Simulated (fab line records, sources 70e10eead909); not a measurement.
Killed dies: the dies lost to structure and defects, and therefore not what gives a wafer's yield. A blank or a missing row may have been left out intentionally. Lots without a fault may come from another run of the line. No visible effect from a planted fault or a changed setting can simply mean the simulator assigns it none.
Which tool was responsible?	flow nand_harc	31 wafers from 11 lots sampled at 5 of the route's 1159 steps

WHAT EACH GAUGE READ, for each wafer
NHARC_END_SORT_01. Usual: killed_at_array 26, standard deviation 9.9; killed_at_other 0.8, standard deviation 1; killed_at_periphery 2.8, standard deviation 2.2; killed_dies 29, standard deviation 9.9; killed_open 3.2, standard deviation 1.8; killed_short 2.1, standard deviation 1.4.
lot	measured	on	killed_at_array	killed_at_other	killed_at_periphery	killed_dies	killed_open	killed_short	flag
L423	day 22 01:08	prober-01	16	1	1	18	3	2	
L426	day 22 16:44	prober-01	52	1	3	56	4	3	

WHAT TOOL EACH LOT RAN ON (gives the tool, then ch and the chambers of the sampled wafers, and finally the start)
lot	NHARC_A_CHANNEL_HOLE_D1_ETCH_38	NHARC_A_CHANNEL_HOLE_D1_ETCH_34	NHARC_A_CHANNEL_HOLE_D1_ETCH_33	NHARC_A_CHANNEL_HOLE_D1_ETCH_44
L416	rie_diel-04 ch 0,1,3, day 8 20:40	rie_diel-04 ch 0,3, day 8 21:04	har_etch-02 ch 0,1, day 9 01:58	rie_diel-01 ch 1,2,3, day 9 02:43
L418	rie_diel-04 ch 0,2,3, day 9 12:20	rie_diel-04 ch 0,2,3, day 9 12:42	har_etch-02 ch 0,1, day 9 17:27	rie_diel-03 ch 0,1,3, day 9 18:10
L419	rie_diel-03 ch 0,1,3, day 9 12:34	rie_diel-03 ch 0,3, day 9 12:53	har_etch-01 ch 0,1, day 9 17:36	rie_diel-01 ch 2,3, day 9 18:22
L422	rie_diel-04 ch 0,1, day 10 08:11	rie_diel-04 ch 0,1,2, day 10 08:33	har_etch-02 ch 0,1, day 10 13:22	rie_diel-01 ch 0,1,3, day 10 14:05
L423	rie_diel-04 ch 2,3, day 10 21:48	rie_diel-04 ch 0,2,3, day 10 22:08	har_etch-02 ch 0,1, day 11 02:55	rie_diel-04 ch 1,3, day 11 03:40
L424	rie_diel-03 ch 0,3, day 10 23:04	rie_diel-03 ch 1,2,3, day 10 23:25	har_etch-01 ch 0,1, day 11 04:07	rie_diel-03 ch 2,3, day 11 04:52
L426	rie_diel-04 ch 1, day 11 11:23	rie_diel-04 ch 0,2, day 11 11:45	har_etch-01 ch 0, day 11 16:29	rie_diel-01 ch 3, day 11 17:13
L431	rie_diel-04 ch 0,2, day 12 14:24	rie_diel-04 ch 2,3, day 12 14:44	har_etch-02 ch 0,1, day 12 20:56	rie_diel-01 ch 2,3, day 12 21:40
L433	rie_diel-03 ch 2,3, day 13 04:57	rie_diel-03 ch 0,1,2, day 13 05:19	har_etch-01 ch 0,1, day 13 10:07	rie_diel-04 ch 0,1, day 13 10:47
L434	rie_diel-03 ch 1,2,3, day 13 12:17	rie_diel-03 ch 0,1,2, day 13 12:37	har_etch-02 ch 0,1, day 13 17:20	rie_diel-03 ch 0,1,3, day 13 18:05
L435	rie_diel-03 ch 0,1,3, day 13 14:06	rie_diel-03 ch 0,1,3, day 13 14:26	har_etch-02 ch 0,1, day 13 21:28	rie_diel-03 ch 0,2,3, day 13 22:12
- NHARC_A_CHANNEL_HOLE_D1_ETCH_38: etches the open film in CF4, target depth 39 nm, time 65 s.
- NHARC_A_CHANNEL_HOLE_D1_ETCH_34: etches the open film in CF4/CHF3, target depth 154 nm, time 77 s.
- NHARC_A_CHANNEL_HOLE_D1_ETCH_33: etches the open film in C4F8/O2/Ar, time 90 s, target depth 400 nm.
- NHARC_A_CHANNEL_HOLE_D1_ETCH_44: etches the open film in CF4/O2, target depth 140 nm, overetch 14 nm, time 77 s.

WHAT THE TOOLS THEMSELVES READ (means of the sampled wafers that have a number; where no wafer has one, the mark that the record gives instead)
NHARC_A_CHANNEL_HOLE_D1_ETCH_38. Usual: drypump_motor_current_A 5.8 A, standard deviation 0.5; oes_product_au 0.998 a.u., standard deviation 0.0085; rf_vpp_V 150.8 V, standard deviation 1.2; run_length_s 86.3 s, standard deviation 0.42; showerhead_plenum_p_Torr 1.73 Torr, standard deviation 0.067; throttle_valve_pct 13.285 %, standard deviation 0.009.
lot	tool	drypump_motor_current_A (A)	oes_product_au (a.u.)	rf_vpp_V (V)	run_length_s (s)	showerhead_plenum_p_Torr (Torr)	throttle_valve_pct (%)	flag
L416	rie_diel-04	5.6	0.990	151.2	86.3	1.74	13.289	
L418	rie_diel-04	5.9	0.995	150.6	86.4	1.73	13.290	
L419	rie_diel-03	5.7	1.001	149.7	86.6	1.71	13.286	
L422	rie_diel-04	5.3	0.988	150.4	86.2	1.76	13.283	
L423	rie_diel-04	6.3	0.991	151.2	86.3	1.68	13.292	
L424	rie_diel-03	5.8	1.010	149.7	86.7	1.72	13.296	
L426	rie_diel-04	5.4	0.980	151.9	86.5	1.72	13.274	
L431	rie_diel-04	5.7	0.990	151.1	85.8	1.76	13.284	
L433	rie_diel-03	6.0	0.998	149.6	87.0	1.70	13.281	
L434	rie_diel-03	5.8	1.010	150.3	86.5	1.69	13.279	
L435	rie_diel-03	5.7	1.003	150.2	86.4	1.71	13.279	

NHARC_A_CHANNEL_HOLE_D1_ETCH_34. Usual: drypump_motor_current_A 5.8 A, standard deviation 0.5; oes_product_au 0.947 a.u., standard deviation 0.024; rf_vpp_V 369.4 V, standard deviation 2.1; run_length_s 98.4 s, standard deviation 0.44; showerhead_plenum_p_Torr 1.54 Torr, standard deviation 0.062; throttle_valve_pct 16.803 %, standard deviation 0.0091.
lot	tool	drypump_motor_current_A (A)	oes_product_au (a.u.)	rf_vpp_V (V)	run_length_s (s)	showerhead_plenum_p_Torr (Torr)	throttle_valve_pct (%)	flag
L416	rie_diel-04	6.0	0.917	368.8	98.5	1.54	16.791	
L418	rie_diel-04	6.0	0.923	369.3	98.3	1.54	16.800	
L419	rie_diel-03	5.8	0.930	368.5	98.6	1.53	16.802	
L422	rie_diel-04	5.6	0.954	371.1	98.1	1.55	16.813	
L423	rie_diel-04	5.9	0.933	369.0	96.5	1.54	16.808	OFF
L424	rie_diel-03	5.8	0.968	367.9	98.7	1.50	16.807	
L426	rie_diel-04	5.7	0.943	370.4	94.9	1.56	16.812	OFF
L431	rie_diel-04	6.3	0.932	367.8	95.5	1.50	16.791	OFF
L433	rie_diel-03	5.8	0.928	368.0	98.4	1.49	16.816	
L434	rie_diel-03	5.7	0.925	367.4	98.3	1.49	16.801	
L435	rie_diel-03	5.7	0.927	368.6	98.6	1.52	16.804	

NHARC_A_CHANNEL_HOLE_D1_ETCH_33. Usual: drypump_motor_current_A 5.9 A, standard deviation 0.62; run_length_s 121.14 s, standard deviation 0.23; showerhead_plenum_p_Torr 3.68 Torr, standard deviation 0.11; throttle_valve_pct 27.619 %, standard deviation 0.0086.
lot	tool	drypump_motor_current_A (A)	run_length_s (s)	showerhead_plenum_p_Torr (Torr)	throttle_valve_pct (%)	flag
L416	har_etch-02	6.3	121.16	3.68	27.618	
L418	har_etch-02	6.3	121.12	3.67	27.613	
L419	har_etch-01	5.4	121.20	3.65	27.619	
L422	har_etch-02	6.3	121.13	3.67	27.617	
L423	har_etch-02	5.9	121.11	3.76	27.620	
L424	har_etch-01	5.4	120.92	3.65	27.619	
L426	har_etch-01	6.0	121.66	3.61	27.614	
L431	har_etch-02	6.1	121.13	3.70	27.619	
L433	har_etch-01	5.4	121.14	3.63	27.619	
L434	har_etch-02	6.3	121.24	3.65	27.624	
L435	har_etch-02	5.9	121.07	3.74	27.618	

NHARC_A_CHANNEL_HOLE_D1_ETCH_44. Usual: drypump_motor_current_A 5.8 A (standard deviation 0.52); oes_f_703_au 1.000 a.u. (standard deviation 0.0044); oes_product_au 0.998 a.u. (standard deviation 0.0089); rf_vpp_V 197.3 V (standard deviation 1.5); run_length_s 98.4 s (standard deviation 0.44); showerhead_plenum_p_Torr 1.31 Torr (standard deviation 0.055); throttle_valve_pct 13.398 % (standard deviation 0.0091).
lot	tool	drypump_motor_current_A (A)	oes_f_703_au (a.u.)	oes_product_au (a.u.)	rf_vpp_V (V)	run_length_s (s)	showerhead_plenum_p_Torr (Torr)	throttle_valve_pct (%)	flag
L416	rie_diel-01	5.7	1.005	1.000	197.5	98.5	1.33	13.402	
L418	rie_diel-03	5.6	1.004	1.000	196.3	98.5	1.29	13.403	
L419	rie_diel-01	5.8	0.999	1.012	198.8	98.6	1.36	13.401	
L422	rie_diel-01	6.1	1.001	1.004	197.8	98.3	1.32	13.404	
L423	rie_diel-04	5.7	0.997	0.981	196.5	98.5	1.29	13.401	
L424	rie_diel-03	6.1	1.005	1.002	195.9	98.8	1.26	13.400	
L426	rie_diel-01	6.7	1.000	1.006	196.2	98.2	1.25	13.395	
L431	rie_diel-01	5.9	0.994	1.003	196.4	98.5	1.33	13.397	
L433	rie_diel-04	5.2	1.003	1.002	198.3	98.3	1.35	13.396	
L434	rie_diel-03	5.7	0.996	1.000	197.0	98.6	1.28	13.397	
L435	rie_diel-03	5.9	0.999	0.993	196.5	98.7	1.28	13.399	

THE ANSWER, worked out from the rows above alone
Rule: a lot is off if the mean of its wafers that have a number lies more than 3 standard deviations from the usual mean. A lot without any number at a reading at which 4 lots or more have one is off too. Any other lot the step has rows for is counted as sound. After the gauges, taken in route order, come the tools' own readings; for these a lot's mean is taken, as printed above. At the first step where some lot is off, the reading lying furthest off is the one used; lots without a number count as furthest.
Off: L423, L426, L431 (NHARC_A_CHANNEL_HOLE_D1_ETCH_34, run_length_s).
A tool fits if, at that step or a process step before it, it ran every lot that is off, and no sound lot after the first of them. One fits: rie_diel-04 at NHARC_A_CHANNEL_HOLE_D1_ETCH_38 and NHARC_A_CHANNEL_HOLE_D1_ETCH_34. At NHARC_A_CHANNEL_HOLE_D1_ETCH_38 its last sound lot is L422 (day 10 08:11), its first lot that is off L423 (day 10 21:48): a fault that began between those two fits.

WHAT WAS PUT IN BY THE SIMULATOR
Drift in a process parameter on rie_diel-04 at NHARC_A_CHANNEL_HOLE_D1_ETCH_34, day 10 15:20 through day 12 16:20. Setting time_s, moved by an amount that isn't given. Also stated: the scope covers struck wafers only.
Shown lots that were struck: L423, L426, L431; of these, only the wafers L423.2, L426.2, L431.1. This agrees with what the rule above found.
